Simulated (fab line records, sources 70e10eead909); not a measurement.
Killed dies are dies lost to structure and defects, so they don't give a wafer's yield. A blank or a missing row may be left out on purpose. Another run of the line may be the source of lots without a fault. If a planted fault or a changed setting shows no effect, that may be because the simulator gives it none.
Struck lot and sound lot, side by side || flow nandHarc || 43 out of 1302 route steps
Sound: these wafers, L492.1, L492.4, L492.6. Wafers L503.1, L503.2, L503.5 were the ones struck. At the end, the cause is stated.
Each step with rows lists, per side, the tool, then ch with its chambers, then its first start. Under that, the readings that differ: sound wafers || struck wafers || difference of the means || sigmas: that difference in standard deviations of wafers without a fault.
alike: words and numbers the same on both sides, and readings whose means are apart by under 2 such deviations; not compared: readings that were withheld, readings missing a value for some wafer, numbers with overlapping values and no deviation given by the record, and bounds like >300 which may hide the same value.
Wherever a step has rows on one side only, a row that says differs or no value, or a row with sigmas, the two part there. When numbers do not overlap yet have no deviation, they are printed without sigmas and do not part them. A reading missing from all wafers of one side parts the sides only when that side holds two or more wafers.

first, 2 steps without rows for these wafers: NHARC_P_STI_SRD_39; NHARC_P_STI_OXIDE_40 (material SiO2, target thk 10 nm, ox time 1362 s).
NHARC_P_STI_INSPECT_25:
  sound on defectInspect-01, day 3 22:02; struck on defectInspect-02, day 8 11:24
  alike: rawDefectCount
then, 9 steps without rows for these wafers: NHARC_P_GATE_ETCH_69 (etches SiO2 in dHF, target depth 14 nm); NHARC_P_GATE_PRECLEAN_70 (cleans in SC1); NHARC_P_GATE_SRD_01; NHARC_P_GATE_OXIDE_02 (material SiO2, target thk 37.5 nm, ox time 365 s); NHARC_P_GATE_DEHYDRATE_03 (time 120 s); NHARC_P_GATE_HMDS_04 (time 30 s); NHARC_P_GATE_COAT_05; NHARC_P_GATE_SOFTBAKE_06 (time 95 s); NHARC_P_GATE_EBR_07.
NHARC_P_GATE_EXPOSE_08: exposes mask P HV.
  sound on krfScanner-02 ch 0, day 4 06:56; struck on krfScanner-02 ch 0, day 8 19:47
{"reading": "model.P_GATE.overlayXNm (nm)", "sound": "-10.87 -10.87 -10.87", "struck": "204.6 204.6 204.6", "difference": "+215.5", "sigmas": ""}
  alike: mask
then, 2 steps without rows for these wafers: NHARC_P_GATE_PEB_09 (peb time 85 s); NHARC_P_GATE_DEVELOP_10 (time 70 s).
NHARC_P_GATE_CD_MEAS_11: target cd 1640 nm.
  sound on cdSem-03 ch 0, day 4 07:05; struck on cdSem-03 ch 0, day 8 19:57
  alike: cdNm
then, 1 step without rows for these wafers: NHARC_P_GATE_HARDBAKE_12 (time 80 s).
NHARC_P_GATE_DESCUM_13: chemistry O2, time 3 s.
  sound on rieDiel-09 ch 0,2, day 4 07:15; struck on rieDiel-11 ch 0,3, day 8 20:07
  alike: drypumpMotorCurrentA, oesProductAu, rfVppV, showerheadPlenumPTorr, throttleValvePct
  not compared: rfHoursCounterH
then, 7 steps without rows for these wafers: NHARC_P_GATE_ETCH_14 (etches SiO2 in dHF, target depth 48.8 nm); NHARC_P_GATE_STRIP_15 (strips in SPM, time 780 s); NHARC_P_GATE_PRECLEAN_71 (cleans in SC1); NHARC_P_GATE_SRD_72; NHARC_P_GATE_OXIDE_16 (material SiO2, target thk 3 nm, ox time 392 s); NHARC_P_GATE_CVD_17 (deposits poly-Si, target thk 150 nm, time 900 s); NHARC_P_GATE_HM_DEP_102 (deposits aC, target thk 120 nm).
NHARC_P_GATE_DEP_103: deposits SiON, target thk 30 nm.
  sound on pecvd-03 ch 1,2, day 4 21:04; struck on pecvd-02 ch 0,2, day 9 09:52
  alike: heaterPowerW
then, 8 steps without rows for these wafers: NHARC_P_GATE_DEHYDRATE_18 (time 120 s); NHARC_P_GATE_HMDS_19 (time 30 s); NHARC_P_GATE_COAT_20 (resist thk 90 nm); NHARC_P_GATE_SOFTBAKE_21 (time 55 s); NHARC_P_GATE_EBR_22; NHARC_P_GATE_EXPOSE_23 (exposes mask P GATE, target cd 120 nm); NHARC_P_GATE_PEB_24 (peb time 65 s); NHARC_P_GATE_DEVELOP_25 (develop time 35 s).
NHARC_P_GATE_CD_MEAS_26: target cd 120 nm.
  sound on cdSem-01 ch 0, day 4 21:41; struck on cdSem-03 ch 0, day 9 10:24
  alike: cdNm
NHARC_P_GATE_OVL_MEAS_27:
  sound on overlay-01, day 4 21:47; struck on overlay-02, day 9 10:29
{"reading": "overlayXNm (nm)", "sound": "-0.6 -0.5 -0.9", "struck": "2.1 1.4 1.1", "difference": "+2.2", "sigmas": "+2"}
  alike: overlayYNm
NHARC_P_GATE_INSPECT_28:
  sound on defectInspect-02, day 4 21:49; struck on defectInspect-01, day 9 10:31
  alike: rawDefectCount
NHARC_P_GATE_DESCUM_31: chemistry O2, time 3 s.
  sound on rieDiel-05 ch 1,2,3, day 4 21:52; struck on rieDiel-09 ch 1,2,3, day 9 10:36
  alike: drypumpMotorCurrentA, oesProductAu, rfVppV, showerheadPlenumPTorr, throttleValvePct
  not compared: rfHoursCounterH
then, 1 step without rows for these wafers: NHARC_P_GATE_ETCH_104 (etches the open film in CF4/CHF3, target depth 60 nm).
NHARC_P_GATE_HM_OPEN_105: chemistry O2/COS, target depth 360 nm.
  sound on rieDiel-05 ch 0,1,3; struck on rieDiel-09 ch 0,1
  alike: drypumpMotorCurrentA, oesProductAu, rfVppV, showerheadPlenumPTorr, throttleValvePct
  not compared: rfHoursCounterH
then, 1 step without rows for these wafers: NHARC_P_GATE_STRIP_106 (strips in O2/COS).
NHARC_P_GATE_ETCH_114: etches the open film in CF4/O2, target depth 30 nm, overetch 3 nm, time 16.5 s.
  sound on rieDiel-05 ch 2,3; struck on rieDiel-09 ch 1,3
  alike: drypumpMotorCurrentA, oesProductAu, rfVppV, showerheadPlenumPTorr, throttleValvePct
  not compared: rfHoursCounterH
-- record jumps: 21 days between struck wafers' starts before vs after; left off in module P_GATE, resumes in module END, first step shown is number 1302 of the route --
NHARC_END_SORT_01:
  sound on prober-01 ch 0, day 25 05:38; struck on prober-01 ch 0, day 30 16:33
{"reading": "hold", "sound": "- - -", "struck": "awaitDispo/2.3h/scrap awaitDispo/2.3h/scrap awaitDispo/2.3h/scrap", "difference": "no value on the sound wafers", "sigmas": ""}
{"reading": "killedAtPeriphery", "sound": "2 3 3", "struck": "620 620 625", "difference": "+619", "sigmas": "+99 or more"}
{"reading": "killedDies", "sound": "28 23 31", "struck": "677 677 677", "difference": "+650", "sigmas": "+36"}
  alike: killedAtArray, killedAtOther, killedOpen, killedShort

WHERE THEY PART
First at NHARC_P_GATE_OVL_MEAS_27; last, within this record, at NHARC_END_SORT_01.

WHY: whatever the simulator had introduced
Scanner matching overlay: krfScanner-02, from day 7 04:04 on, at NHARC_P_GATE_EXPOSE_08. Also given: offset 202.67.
